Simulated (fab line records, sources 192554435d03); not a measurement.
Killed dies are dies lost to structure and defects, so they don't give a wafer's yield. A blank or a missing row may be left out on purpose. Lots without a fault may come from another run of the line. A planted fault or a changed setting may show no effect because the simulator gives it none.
Chamber matching | flow n5_finfet | N5_FIN_SAQP_ETCH_64 on rie_si-01: 4 sister chambers
The step etches SiO2 in CF4, target depth 1.5 nm. 8 wafers are shown with their chamber, then 10 later ones without.

WAFERS WITH THEIR CHAMBER
wafer  | chamber | drypump_motor_current_A (A) | throttle_valve_pct (%)
L079.1 | 1       | 4.7                         | 21.89
L080.3 | 0       | 6.1                         | 21.83
L080.6 | 1       | 4.7                         | 21.89
L084.3 | 3       | 6.6                         | 21.76
L084.5 | 2       | 5.8                         | 21.81
L084.6 | 3       | 6.5                         | 21.75
L086.1 | 0       | 6.0                         | 21.85
L086.3 | 2       | 5.7                         | 21.82

WAFERS WITHOUT THEIR CHAMBER
wafer  | drypump_motor_current_A (A) | throttle_valve_pct (%)
L086.5 | 4.7                         | 21.89
L090.1 | 6.1                         | 21.83
L090.3 | 4.7                         | 21.88
L090.5 | 4.8                         | 21.89
L094.1 | 4.7                         | 21.88
L094.4 | 6.1                         | 21.83
L094.6 | 6.1                         | 21.84
L095.1 | 4.7                         | 21.92
L095.3 | 6.6                         | 21.78
L095.4 | 6.1                         | 21.85

WHICH CHAMBER EACH WENT THROUGH
wafer  | from the rows above | in truth
L086.5 | 1                   | 1
L090.1 | 0                   | 0
L090.3 | 1                   | 1
L090.5 | 1                   | 1
L094.1 | 1                   | 1
L094.4 | 0                   | 0
L094.6 | 0                   | 0
L095.1 | 1                   | 1
L095.3 | 3                   | 3
L095.4 | 0                   | 0
Placed correctly: 10 of 10. Can't be placed from these rows: 0. Placed wrongly: 0.
How it was worked out, from the rows above alone: a wafer's distance from a chamber is the root of the sum, over the readings, of the square of ((its reading less the chamber's mean) divided by the reading's scatter). The wafer belongs to the nearest chamber; if the next one is less than 2 further off, it can't be placed. A chamber's mean is the mean of its shown wafers. The scatter: the root of (the sum of the squares of (reading less its chamber's mean) over the shown wafers, divided by (wafers less chambers)).
